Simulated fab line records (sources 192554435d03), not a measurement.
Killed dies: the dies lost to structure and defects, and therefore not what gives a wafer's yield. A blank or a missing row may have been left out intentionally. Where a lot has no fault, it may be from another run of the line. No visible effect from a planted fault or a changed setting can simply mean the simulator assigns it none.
Which tool did it? | flow n5Finfet | Sampling: 15 lots, 39 wafers, 4 of 1938 route steps

== WHAT THE GAUGES READ, wafer by wafer ==
No reading from a measuring or inspecting step in the record can be judged against a usual standard deviation.

== TOOL THAT RAN EACH LOT (tool first, then ch and the chambers of the sampled wafers, then the start) ==
lot  | N5_BEOL_M3_ETCH_63                | N5_BEOL_M3_PEB_26                | N5_BEOL_M3_ETCH_77                | N5_BEOL_M3_ETCHBACK_99
L163 | rieDiel-04 ch 0,1,2, day 6 22:25  | lithoTrack-04 ch 0, day 6 23:03  | rieDiel-03 ch 0,1,2, day 6 23:22  | rieDiel-06 ch 0,2,3, day 7 00:14
L166 | rieDiel-03 ch 0,1, day 7 16:08    | lithoTrack-02 ch 0, day 7 16:53  | rieDiel-04 ch 0,1, day 7 17:10    | rieDiel-06 ch 0,3, day 7 20:19
L165 | rieDiel-03 ch 0,3, day 7 19:15    | lithoTrack-04 ch 0, day 8 00:28  | rieDiel-04 ch 1,3, day 8 00:41    | rieDiel-03 ch 0,1,3, day 8 01:47
L168 | rieDiel-06 ch 0,1,2, day 8 07:19  | lithoTrack-01 ch 0, day 8 07:56  | rieDiel-04 ch 0,2,3, day 8 08:32  | rieDiel-04 ch 0,1,3, day 8 08:53
L170 | rieDiel-06 ch 1,2, day 8 23:08    | lithoTrack-04 ch 0, day 8 23:54  | rieDiel-06 ch 0,2, day 9 00:07    | rieDiel-06 ch 1,3, day 9 06:40
L172 | rieDiel-03 ch 0,1, day 9 05:11    | lithoTrack-02 ch 0, day 9 06:01  | rieDiel-04 ch 0,1, day 9 06:18    | rieDiel-04 ch 0, day 9 06:40
L171 | rieDiel-03 ch 3, day 9 07:18      | lithoTrack-01 ch 0, day 9 08:08  | rieDiel-03 ch 0,1, day 9 08:22    | rieDiel-03 ch 3, day 9 10:24
L173 | rieDiel-04 ch 0,1,3, day 9 16:08  | lithoTrack-04 ch 0, day 9 16:55  | rieDiel-04 ch 0,3, day 9 17:08    | rieDiel-03 ch 0,3, day 9 19:21
L175 | rieDiel-04 ch 1,2,3, day 10 14:49 | lithoTrack-04, day 10 15:27      | rieDiel-03 ch 0,3, day 10 15:40   | rieDiel-04 ch 0,1, day 10 16:13
L176 | rieDiel-04 ch 1,2,3, day 10 21:07 | lithoTrack-04, day 10 21:49      | rieDiel-06 ch 1,2,3, day 10 22:10 | rieDiel-03 ch 1,2, day 11 01:25
L177 | rieDiel-03 ch 1,2, day 10 22:34   | lithoTrack-02, day 10 23:12      | rieDiel-04 ch 0,1,3, day 10 23:25 | rieDiel-04 ch 2,3, day 11 01:53
L179 | rieDiel-04 ch 0,2, day 11 06:00   | lithoTrack-02 ch 0, day 11 06:45 | rieDiel-04 ch 1,3, day 11 06:59   | rieDiel-04 ch 1,3, day 11 14:45
L181 | rieDiel-03 ch 2,3, day 11 16:46   | lithoTrack-04 ch 0, day 11 17:31 | rieDiel-04 ch 3, day 11 17:46     | rieDiel-04 ch 1, day 11 19:38
L184 | rieDiel-03 ch 1,2,3, day 12 18:07 | lithoTrack-02 ch 0, day 12 18:45 | rieDiel-06 ch 1,3, day 12 19:01   | rieDiel-04 ch 0,1,3, day 12 19:42
L185 | rieDiel-03 ch 1,2, day 13 00:29   | lithoTrack-02 ch 0, day 13 01:23 | rieDiel-06 ch 2,3, day 13 01:36   | rieDiel-04 ch 1,2,3, day 13 03:37
- N5_BEOL_M3_ETCH_63: etches SiARC in CF4, target depth 15.6 nm, time 26 s.
- N5_BEOL_M3_PEB_26: peb time 60 s.
- N5_BEOL_M3_ETCH_77: etches underlayer in N2/H2, target depth 6.5 nm, time 5.2 s.
- N5_BEOL_M3_ETCHBACK_99: etches SiO2 in CHF3, target depth 5 nm, time 10.4 s.

== AS READ BY THE TOOLS THEMSELVES (means over the sampled wafers that have a number; for cases with no such wafer, the mark the record gives instead) ==
N5_BEOL_M3_ETCH_63. Usual: chamberPressureMTorr 40.01 mTorr, standard deviation 0.041; drypumpMotorCurrentA 5.8 A, standard deviation 0.34; etchRfOnTimeS 25.8 s, standard deviation 1.1; oesProductAu 0.68 a.u., standard deviation 0.08; rfVppV 183.5 V, standard deviation 1.2; showerheadPlenumPTorr 2.11 Torr, standard deviation 0.081; throttleValvePct 15.59 %, standard deviation 0.24.
lot  | tool       | chamberPressureMTorr (mTorr) | drypumpMotorCurrentA (A) | etchRfOnTimeS (s) | oesProductAu (a.u.) | rfVppV (V) | showerheadPlenumPTorr (Torr) | throttleValvePct (%) | flag
L163 | rieDiel-04 | 40.01                        | 5.9                      | 27.0              | 0.62                | 184.0      | 2.16                         | 15.61                | 
L166 | rieDiel-03 | 39.98                        | 5.7                      | 24.8              | 0.71                | 184.0      | 2.12                         | 15.79                | 
L165 | rieDiel-03 | 39.97                        | 5.7                      | 24.8              | 0.72                | 183.5      | 2.14                         | 15.64                | 
L168 | rieDiel-06 | 39.99                        | 5.9                      | 25.9              | 0.65                | 182.9      | 2.11                         | 15.72                | 
L170 | rieDiel-06 | 39.98                        | 6.1                      | 26.3              | 0.67                | 184.2      | 2.15                         | 15.66                | 
L172 | rieDiel-03 | 39.94                        | 5.7                      | 24.7              | 0.70                | 183.9      | 2.12                         | 15.82                | 
L171 | rieDiel-03 | 40.04                        | 5.5                      | 26.2              | 0.59                | 181.8      | 2.03                         | 15.54                | 
L173 | rieDiel-04 | 39.99                        | 5.8                      | 26.6              | 0.64                | 183.2      | 2.09                         | 15.44                | 
L175 | rieDiel-04 | 40.00                        | 5.9                      | 27.1              | 0.68                | 183.3      | 2.14                         | 15.46                | 
L176 | rieDiel-04 | 40.03                        | 6.0                      | 26.8              | 0.69                | 183.8      | 2.14                         | 15.46                | 
L177 | rieDiel-03 | 39.97                        | 5.9                      | 25.0              | 0.69                | 183.7      | 2.07                         | 15.68                | 
L179 | rieDiel-04 | 40.02                        | 5.8                      | 26.0              | 0.72                | 184.0      | 2.12                         | 15.49                | 
L181 | rieDiel-03 | 40.03                        | 6.0                      | 25.6              | 0.81                | 184.8      | 2.19                         | 15.12                | 
L184 | rieDiel-03 | 40.02                        | 5.9                      | 25.6              | 0.73                | 183.1      | 2.14                         | 15.42                | 
L185 | rieDiel-03 | 39.98                        | 6.2                      | 25.1              | 0.73                | 183.7      | 2.09                         | 15.45                | 

N5_BEOL_M3_PEB_26. Usual: chillPlateTempC 23.00 C, standard deviation 0.11; exhaustPa 44.9 Pa, standard deviation 0.81; heaterPowerTotalW 154.1 W, standard deviation 1.1.
lot  | tool          | chillPlateTempC (C) | exhaustPa (Pa) | heaterPowerTotalW (W) | flag
L163 | lithoTrack-04 | 22.94               | 44.9           | 155.4                 | 
L166 | lithoTrack-02 | 22.80               | 44.5           | 154.6                 | 
L165 | lithoTrack-04 | 23.18               | 44.7           | 154.1                 | 
L168 | lithoTrack-01 | 23.10               | 44.4           | 154.2                 | 
L170 | lithoTrack-04 | 22.95               | 44.0           | 153.8                 | 
L172 | lithoTrack-02 | 23.15               | 45.8           | 155.2                 | 
L171 | lithoTrack-01 | 23.10               | 44.8           | 154.1                 | 
L173 | lithoTrack-04 | 22.91               | 45.0           | 154.3                 | 
L175 | lithoTrack-04 | -                   | -              | -                     | OFF
L176 | lithoTrack-04 | -                   | -              | -                     | OFF
L177 | lithoTrack-02 | -                   | -              | -                     | OFF
L179 | lithoTrack-02 | 23.08               | 45.5           | 152.8                 | 
L181 | lithoTrack-04 | 23.01               | 44.8           | 154.7                 | 
L184 | lithoTrack-02 | 23.01               | 44.8           | 153.6                 | 
L185 | lithoTrack-02 | 23.15               | 43.8           | 154.7                 | 

N5_BEOL_M3_ETCH_77. Usual: chamberPressureMTorr 30.00 mTorr, standard deviation 0.042; drypumpMotorCurrentA 5.9 A, standard deviation 0.33; etchRfOnTimeS 5.21 s, standard deviation 0.17; oesProductAu 0.68 a.u., standard deviation 0.078; rfVppV 523 V, standard deviation 3.3; showerheadPlenumPTorr 2.49 Torr, standard deviation 0.1; throttleValvePct 17.72 %, standard deviation 0.23.
lot  | tool       | chamberPressureMTorr (mTorr) | drypumpMotorCurrentA (A) | etchRfOnTimeS (s) | oesProductAu (a.u.) | rfVppV (V) | showerheadPlenumPTorr (Torr) | throttleValvePct (%) | flag
L163 | rieDiel-03 | 30.01                        | 6.0                      | 5.09              | 0.67                | 524        | 2.50                         | 17.88                | 
L166 | rieDiel-04 | 30.01                        | 5.8                      | 5.41              | 0.64                | 525        | 2.51                         | 17.54                | 
L165 | rieDiel-04 | 29.97                        | 5.8                      | 5.29              | 0.66                | 521        | 2.43                         | 17.50                | 
L168 | rieDiel-04 | 30.01                        | 5.7                      | 5.22              | 0.64                | 523        | 2.46                         | 17.73                | 
L170 | rieDiel-06 | 30.00                        | 5.7                      | 5.20              | 0.58                | 524        | 2.50                         | 17.95                | 
L172 | rieDiel-04 | 30.00                        | 5.8                      | 5.42              | 0.61                | 524        | 2.51                         | 17.58                | 
L171 | rieDiel-03 | 29.95                        | 5.7                      | 5.03              | 0.69                | 522        | 2.50                         | 18.10                | 
L173 | rieDiel-04 | 30.04                        | 5.5                      | 5.13              | 0.65                | 519        | 2.36                         | 17.54                | 
L175 | rieDiel-03 | 29.99                        | 5.6                      | 5.12              | 0.63                | 522        | 2.45                         | 17.86                | 
L176 | rieDiel-06 | 30.01                        | 6.0                      | 5.18              | 0.73                | 523        | 2.50                         | 17.75                | 
L177 | rieDiel-04 | 30.00                        | 5.7                      | 5.32              | 0.63                | 522        | 2.45                         | 17.59                | 
L179 | rieDiel-04 | 30.04                        | 5.9                      | 5.39              | 0.63                | 522        | 2.46                         | 17.54                | 
L181 | rieDiel-04 | 30.03                        | 5.7                      | 5.20              | 0.66                | 517        | 2.33                         | 17.54                | 
L184 | rieDiel-06 | 29.99                        | 6.0                      | 5.20              | 0.67                | 521        | 2.44                         | 17.87                | 
L185 | rieDiel-06 | 30.00                        | 5.9                      | 5.31              | 0.71                | 523        | 2.54                         | 17.67                | 

N5_BEOL_M3_ETCHBACK_99. Usual: chamberPressureMTorr 30.000 mTorr, standard deviation 0.025; drypumpMotorCurrentA 5.9 A, standard deviation 0.32; oesProductAu 0.78 a.u., standard deviation 0.087; rfVppV 240 V, standard deviation 7.5; showerheadPlenumPTorr 2.12 Torr, standard deviation 0.089; throttleValvePct 17.07 %, standard deviation 0.19.
lot  | tool       | chamberPressureMTorr (mTorr) | drypumpMotorCurrentA (A) | oesProductAu (a.u.) | rfVppV (V) | showerheadPlenumPTorr (Torr) | throttleValvePct (%) | flag
L163 | rieDiel-06 | 30.003                       | 5.8                      | 0.72                | 238        | 2.12                         | 17.20                | 
L166 | rieDiel-06 | 30.017                       | 5.8                      | 0.74                | 233        | 2.08                         | 17.26                | 
L165 | rieDiel-03 | 30.015                       | 5.6                      | 0.77                | 236        | 2.10                         | 17.15                | 
L168 | rieDiel-04 | 30.002                       | 5.7                      | 0.75                | 239        | 2.10                         | 16.87                | 
L170 | rieDiel-06 | 30.002                       | 6.1                      | 0.82                | 234        | 2.11                         | 17.22                | 
L172 | rieDiel-04 | 29.986                       | 5.4                      | 0.74                | 238        | 2.05                         | 16.88                | 
L171 | rieDiel-03 | 29.989                       | 5.5                      | 0.69                | 235        | 2.05                         | 17.10                | 
L173 | rieDiel-03 | 29.993                       | 5.6                      | 0.74                | 234        | 2.09                         | 17.10                | 
L175 | rieDiel-04 | 30.016                       | 5.9                      | 0.72                | 240        | 2.17                         | 16.96                | 
L176 | rieDiel-03 | 29.993                       | 5.9                      | 0.80                | 235        | 2.07                         | 17.10                | 
L177 | rieDiel-04 | 30.027                       | 5.9                      | 0.88                | 249        | 2.16                         | 17.06                | 
L179 | rieDiel-04 | 30.007                       | 5.9                      | 0.73                | 240        | 2.11                         | 16.95                | 
L181 | rieDiel-04 | 30.005                       | 6.2                      | 0.71                | 240        | 2.23                         | 17.01                | 
L184 | rieDiel-04 | 30.006                       | 5.7                      | 0.73                | 238        | 2.09                         | 16.95                | 
L185 | rieDiel-04 | 29.978                       | 5.9                      | 0.79                | 244        | 2.15                         | 17.04                | 

== THE ANSWER, worked out from the rows above alone ==
Rule: take the mean of a lot's wafers that have a number; if it is more than 3 standard deviations from the usual mean, the lot is off. A lot without any number at a reading at which 4 lots or more have one is off too. Where the step has rows for the other lots, those lots are counted as sound. First the gauges in route order, then the tools' own readings, where a lot's mean is used as printed above. At the first step where some lot is off, the reading lying furthest off is the one used; lots without a number count as furthest.
Off, at N5_BEOL_M3_PEB_26 on chillPlateTempC: L175, L176, L177. Without a number there: L175, L176, L177.
A tool fits if, at that step or a process step before it, it ran every lot that is off, and no sound lot after the first of them. Not one of the candidates tried fits.

== WHAT HAD BEEN PUT IN BY THE SIMULATOR ==
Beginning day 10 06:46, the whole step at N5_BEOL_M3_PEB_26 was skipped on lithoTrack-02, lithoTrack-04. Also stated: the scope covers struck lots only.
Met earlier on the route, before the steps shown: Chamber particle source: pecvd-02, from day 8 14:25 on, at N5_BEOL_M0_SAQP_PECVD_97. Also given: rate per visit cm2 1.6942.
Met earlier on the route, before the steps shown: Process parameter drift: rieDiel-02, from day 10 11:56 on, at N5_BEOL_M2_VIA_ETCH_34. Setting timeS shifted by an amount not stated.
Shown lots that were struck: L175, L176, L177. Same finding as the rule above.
